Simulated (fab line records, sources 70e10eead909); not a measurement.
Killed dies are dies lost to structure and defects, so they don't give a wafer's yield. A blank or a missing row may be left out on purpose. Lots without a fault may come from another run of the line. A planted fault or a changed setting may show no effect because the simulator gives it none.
fab line records | flow nand_harc
record lots=6 wafers=16 last_day=23
route steps=1159 shown A_ONON_D1@426 END@1159
lots that met no fault: from a run of the same line without faults
start_h: hours from the record's first day to the start of the lot's first wafer shown | wait_h: hours since the lot's step before | " the same as in the row above | L1.1+2: a row that stands for several wafers | - no value, or no start given | * or withheld: withheld | < > ~ a bound
route shown NAME@n: a module of which the file shows steps, and the number in the route of the first | usual: mean/standard deviation of fault-free wafers | same: alike in all rows | chamber/n: place in a boat | sites: the reading at each site | _std_site: their standard deviation | _edge_site: outer sites' mean less inner sites' | radius_mm: how far each site lies from the wafer's centre | mask NAME#n: copy n | behind: the tool/chamber that last shaped the wafer | hold: why the lot was held/for how many hours/how that ended | device: the transistor (n, p or np) that didn't switch | end of line: the same wafers' tests at the end of the route | a step without rows: its recipe alone | killed: dies lost to structure and defects at the first sort, not the wafer's yield | map: a wafer's dies, x killed, . not, _ none there
set.NAME: the setting as run; set.NAME@STEP: as run at that earlier step | model.NAME: the simulator's own value behind a step, which no gauge read
lots at some steps of the route; a table a step, a row a wafer
services: from which hour (start_h, from the record's first day; less than 0 if before it) a tool's chamber was out of use, for how many hours, and why
## steps
# step NHARC_A_ONON_D1_DEP_03
# recipe target_thk_a=10000 n2_flow_sccm=2750 n2o_flow_sccm=2000 nh3_flow_sccm=500 sih4_flow_sccm=210 temp_c=400
# step NHARC_A_ONON_D1_THK_MEAS_05
# recipe thk_meas_gauge=ellipsometry
# usual thk_nm=1003/11
# columns lot.wafer tool chamber start_h wait_h thk_nm
L481.1 film_metro-01 - 164.35 - 1014
L481.5 " - " " 1014
L481.6 " - " " 1012
L483.2 film_metro-01 - 172.41 - 1000
L483.3 " - " " 999
L483.6 " - " " 999
L489.1 film_metro-01 - 214.61 - 1006
L489.5 " - " " 1006
L494.3 film_metro-01 - 243.68 - 1002
L494.5 " - " " 1004
L498.1 film_metro-02 - 265.74 - 976
L498.2 " - " " 978
L498.4 " - " " 977
L500.2 film_metro-01 - 274.93 - 1006
L500.4 " - " " 1008
L500.6 " - " " 1006
# step NHARC_A_ONON_D1_DEP_06
# recipe target_thk_a=10000 n2_flow_sccm=2750 n2o_flow_sccm=2000 nh3_flow_sccm=500 sih4_flow_sccm=210 temp_c=400
# step NHARC_A_ONON_D1_THK_MEAS_08
# recipe thk_meas_gauge=ellipsometry
# usual thk_nm=1001/9.5
# columns lot.wafer tool chamber start_h wait_h thk_nm
L481.1 film_metro-02 - 164.92 - 1012
L481.5 " - " " 1011
L481.6 " - " " 1013
L483.2 film_metro-01 - 172.98 - 1010
L483.3 " - " " 1012
L483.6 " - " " 1012
L489.1 film_metro-02 - 215.32 - 1000
L489.5 " - " " 1001
L494.3 film_metro-02 - 244.38 - 1011
L494.5 " - " " 1012
L498.1 film_metro-01 - 266.34 - 1002
L498.2 " - " " 1004
L498.4 " - " " 1000
L500.2 film_metro-02 - 275.49 - 998
L500.4 " - " " 998
L500.6 " - " " 997
# step NHARC_A_ONON_D1_DEP_09
# recipe target_thk_a=10000 n2_flow_sccm=2750 n2o_flow_sccm=2000 nh3_flow_sccm=500 sih4_flow_sccm=210 temp_c=400
# step NHARC_A_ONON_D1_THK_MEAS_11
# recipe thk_meas_gauge=ellipsometry
# usual thk_nm=996/9.1
# columns lot.wafer tool chamber start_h wait_h thk_nm
L481.1 film_metro-01 - 165.49 - 998
L481.5 " - " " 998
L481.6 " - " " 998
L483.2 film_metro-01 - 173.55 - 1008
L483.3 " - " " 1008
L483.6 " - " " 1009
L489.1 film_metro-01 - 215.89 - 1006
L489.5 " - " " 1005
L494.3 film_metro-01 - 245.09 - 1001
L494.5 " - " " 1003
L498.1 film_metro-01 - 266.90 - 992
L498.2 " - " " 992
L498.4 " - " " 991
L500.2 film_metro-01 - 276.05 - 1002
L500.4 " - " " 1003
L500.6 " - " " 1003
# step NHARC_A_ONON_D1_DEP_12
# recipe target_thk_a=10000 n2_flow_sccm=2750 n2o_flow_sccm=2000 nh3_flow_sccm=500 sih4_flow_sccm=210 temp_c=400
# step NHARC_A_ONON_D1_THK_MEAS_14
# recipe thk_meas_gauge=ellipsometry
# usual thk_nm=998/8.3
# columns lot.wafer tool chamber start_h wait_h thk_nm
L481.1 film_metro-02 - 166.05 - 1013
L481.5 " - " " 1015
L481.6 " - " " 1012
L483.2 film_metro-01 - 174.11 - 995
L483.3 " - " " 996
L483.6 " - " " 996
L489.1 film_metro-01 - 216.46 - 1005
L489.5 " - " " 1006
L494.3 film_metro-01 - 245.66 - 1000
L494.5 " - " " 1002
L498.1 film_metro-02 - 267.48 - 1003
L498.2 " - " " 1003
L498.4 " - " " 1004
L500.2 film_metro-01 - 276.62 - 986
L500.4 " - " " 985
L500.6 " - " " 987
# step NHARC_A_ONON_D1_ANNEAL_15
# recipe temp_c=750 time_s=3600
# step NHARC_A_ONON_D1_DEP_16
# recipe target_thk_a=10000 n2_flow_sccm=2750 n2o_flow_sccm=2000 nh3_flow_sccm=500 sih4_flow_sccm=210 temp_c=400
# step NHARC_A_ONON_D1_THK_MEAS_18
# recipe thk_meas_gauge=ellipsometry
# usual thk_nm=1002/9.4
# columns lot.wafer tool chamber start_h wait_h thk_nm
L481.1 film_metro-02 - 173.16 - 1005
L481.5 " - " " 1003
L481.6 " - " " 1004
L483.2 film_metro-02 - 181.22 - 985
L483.3 " - " " 983
L483.6 " - " " 982
L489.1 film_metro-01 - 223.53 - 992
L489.5 " - " " 989
L494.3 film_metro-02 - 253.04 - 1001
L494.5 " - " " 1001
L498.1 film_metro-02 - 274.58 - 1007
L498.2 " - " " 1007
L498.4 " - " " 1008
L500.2 film_metro-01 - 284.86 - 1001
L500.4 " - " " 1000
L500.6 " - " " 1000
# step NHARC_A_ONON_D1_DEP_19
# recipe target_thk_a=10000 n2_flow_sccm=2750 n2o_flow_sccm=2000 nh3_flow_sccm=500 sih4_flow_sccm=210 temp_c=400
# usual nh3_flow_sccm=499.7/1.4
# columns lot.wafer tool chamber start_h wait_h nh3_flow_sccm
L481.1 pecvd_onon-01 0 173.22 0.1 497.4
L481.5 " 0 " " 499.3
L481.6 " 0 " " 499.0
L483.2 pecvd_onon-04 0 181.33 0.1 497.3
L483.3 " 0 " " 499.9
L483.6 " 0 " " 498.7
L489.1 pecvd_onon-01 0 223.59 0.1 500.0
L489.5 " 0 " " 500.2
L494.3 pecvd_onon-01 0 253.21 0.2 500.9
L494.5 " 0 " " 501.6
L498.1 pecvd_onon-02 0 274.63 0.1 498.1
L498.2 " 0 " " 497.8
L498.4 " 0 " " 500.5
L500.2 pecvd_onon-04 0 284.98 0.1 500.9
L500.4 " 0 " " 500.2
L500.6 " 0 " " 497.8
# step NHARC_A_ONON_D1_THK_MEAS_21
# recipe thk_meas_gauge=ellipsometry
# usual thk_nm=998/11
# columns lot.wafer tool chamber start_h wait_h thk_nm
L481.1 film_metro-02 - 173.73 - 983
L481.5 " - " " 985
L481.6 " - " " 984
L483.2 film_metro-02 - 181.78 - 987
L483.3 " - " " 986
L483.6 " - " " 986
L489.1 film_metro-01 - 224.10 - 686
L489.5 " - " " 995
L494.3 film_metro-02 - 253.63 - 681
L494.5 " - " " 991
L498.1 film_metro-02 - 275.14 - 1010
L498.2 " - " " 1013
L498.4 " - " " 1012
L500.2 film_metro-02 - 285.43 - 996
L500.4 " - " " 997
L500.6 " - " " 996
# step NHARC_A_ONON_D1_DEP_22
# recipe target_thk_a=10000 n2_flow_sccm=2750 n2o_flow_sccm=2000 nh3_flow_sccm=500 sih4_flow_sccm=210 temp_c=400
# step NHARC_END_SORT_01
# recipe temp_c=25
# usual killed_at_array=27/9.9 killed_at_other=0.5/0.76 killed_at_periphery=3.4/2.2 killed_dies=31/10 killed_open=3.3/2 killed_short=2.0/1.5
# same gross_dies=677
# columns lot.wafer tool chamber start_h wait_h killed_at_array killed_at_other killed_at_periphery killed_dies killed_open killed_short
L489.1 prober-02 0 499.59 2.5 676 0 1 677 1 4
L494.3 prober-02 0 519.14 3.1 672 0 5 677 4 2
# killed by level:class
L489.1 A_ONON_D1:area_dep=651 A_CHANNEL_HOLE_D1:chamber_film_flake=13 A_WL_FILL:chamber_film_flake=4 A_CHANNEL_FILL_D1:geometric_particle:short=2 A_STAIRCASE:chamber_film_flake=2 A_WL_FILL:geometric_particle:short=1 A_CONTACT:geometric_particle:short=1 A_CONTACT:geometric_particle:open=1
L494.3 A_ONON_D1:area_dep=641 A_CHANNEL_HOLE_D1:chamber_film_flake=23 A_CONTACT:chamber_film_flake=4 P_GATE:chamber_film_flake=2 P_STI:geometric_particle:short=1 P_M0:geometric_particle:short=1 P_M0:geometric_particle:open=1 A_SLIT:geometric_particle:open=1
# map L489.1 (x killed, . not)
____________x____________
_________xxxxxxx_________
_______xxxxxxxxxxx_______
______xxxxxxxxxxxxx______
_____xxxxxxxxxxxxxxx_____
____xxxxxxxxxxxxxxxxx____
____xxxxxxxxxxxxxxxxx____
___xxxxxxxxxxxxxxxxxxx___
___xxxxxxxxxxxxxxxxxxx___
__xxxxxxxxxxxxxxxxxxxxx__
__xxxxxxxxxxxxxxxxxxxxx__
_xxxxxxxxxxxxxxxxxxxxxxx_
_xxxxxxxxxxxxxxxxxxxxxxx_
_xxxxxxxxxxxxxxxxxxxxxxx_
_xxxxxxxxxxxxxxxxxxxxxxx_
_xxxxxxxxxxxxxxxxxxxxxxx_
xxxxxxxxxxxxxxxxxxxxxxxxx
xxxxxxxxxxxxxxxxxxxxxxxxx
xxxxxxxxxxxxxxxxxxxxxxxxx
xxxxxxxxxxxxxxxxxxxxxxxxx
xxxxxxxxxxxxxxxxxxxxxxxxx
_xxxxxxxxxxxxxxxxxxxxxxx_
_xxxxxxxxxxxxxxxxxxxxxxx_
_xxxxxxxxxxxxxxxxxxxxxxx_
_xxxxxxxxxxxxxxxxxxxxxxx_
_xxxxxxxxxxxxxxxxxxxxxxx_
__xxxxxxxxxxxxxxxxxxxxx__
__xxxxxxxxxxxxxxxxxxxxx__
___xxxxxxxxxxxxxxxxxxx___
___xxxxxxxxxxxxxxxxxxx___
____xxxxxxxxxxxxxxxxx____
____xxxxxxxxxxxxxxxxx____
_____xxxxxxxxxxxxxxx_____
______xxxxxxxxxxxxx______
_______xxxxxxxxxxx_______
_________xxxxxxx_________
____________x____________
# map L494.3 (x killed, . not)
____________x____________
_________xxxxxxx_________
_______xxxxxxxxxxx_______
______xxxxxxxxxxxxx______
_____xxxxxxxxxxxxxxx_____
____xxxxxxxxxxxxxxxxx____
____xxxxxxxxxxxxxxxxx____
___xxxxxxxxxxxxxxxxxxx___
___xxxxxxxxxxxxxxxxxxx___
__xxxxxxxxxxxxxxxxxxxxx__
__xxxxxxxxxxxxxxxxxxxxx__
_xxxxxxxxxxxxxxxxxxxxxxx_
_xxxxxxxxxxxxxxxxxxxxxxx_
_xxxxxxxxxxxxxxxxxxxxxxx_
_xxxxxxxxxxxxxxxxxxxxxxx_
_xxxxxxxxxxxxxxxxxxxxxxx_
xxxxxxxxxxxxxxxxxxxxxxxxx
xxxxxxxxxxxxxxxxxxxxxxxxx
xxxxxxxxxxxxxxxxxxxxxxxxx
xxxxxxxxxxxxxxxxxxxxxxxxx
xxxxxxxxxxxxxxxxxxxxxxxxx
_xxxxxxxxxxxxxxxxxxxxxxx_
_xxxxxxxxxxxxxxxxxxxxxxx_
_xxxxxxxxxxxxxxxxxxxxxxx_
_xxxxxxxxxxxxxxxxxxxxxxx_
_xxxxxxxxxxxxxxxxxxxxxxx_
__xxxxxxxxxxxxxxxxxxxxx__
__xxxxxxxxxxxxxxxxxxxxx__
___xxxxxxxxxxxxxxxxxxx___
___xxxxxxxxxxxxxxxxxxx___
____xxxxxxxxxxxxxxxxx____
____xxxxxxxxxxxxxxxxx____
_____xxxxxxxxxxxxxxx_____
______xxxxxxxxxxxxx______
_______xxxxxxxxxxx_______
_________xxxxxxx_________
____________x____________
## services
# columns tool chamber start_h hours kind
pecvd_onon-01 - 195.03 13.0 pm
pecvd_onon-02 - 208.27 11.4 repair
pecvd_onon-04 - 237.09 13.0 pm
## key
first_sign step=NHARC_A_ONON_D1_THK_MEAS_21 reading=thk_nm direction=down sigmas=28 usual=998 struck=683
effect step=NHARC_END_SORT_01 reading=killed_at_array direction=up sigmas=65 usual=27 struck=674
more_kills_born_at NHARC_A_ONON_D1_DEP_19@pecvd_onon-01=1292
met_at NHARC_A_ONON_D1_DEP_19
struck_wafers L489.1,L494.3
later_rows_left_out L489.1,L494.3
tester_left_out L489,L494
onset_between 173.22 223.59
fault kind=process_parameter_drift tool=pecvd_onon-01 chamber=- onset_h=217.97 steps=NHARC_A_ONON_D1_DEP_19 channel=target_thk_a offset=* shape=step end_h=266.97 scope=struck_wafers_only acts_in=* stated=*
# tester_left_out: of these lots the tester's yield and bins aren't shown, on N5 and GAA mostly nor the transistor test; their killed dies are dies lost to structure and defects alone, not to doping, threshold or leakage, so they don't give the yield
# later_rows_left_out: the simulator's readings of these wafers behind a module that went badly wrong aren't trusted and aren't shown, but for the sort
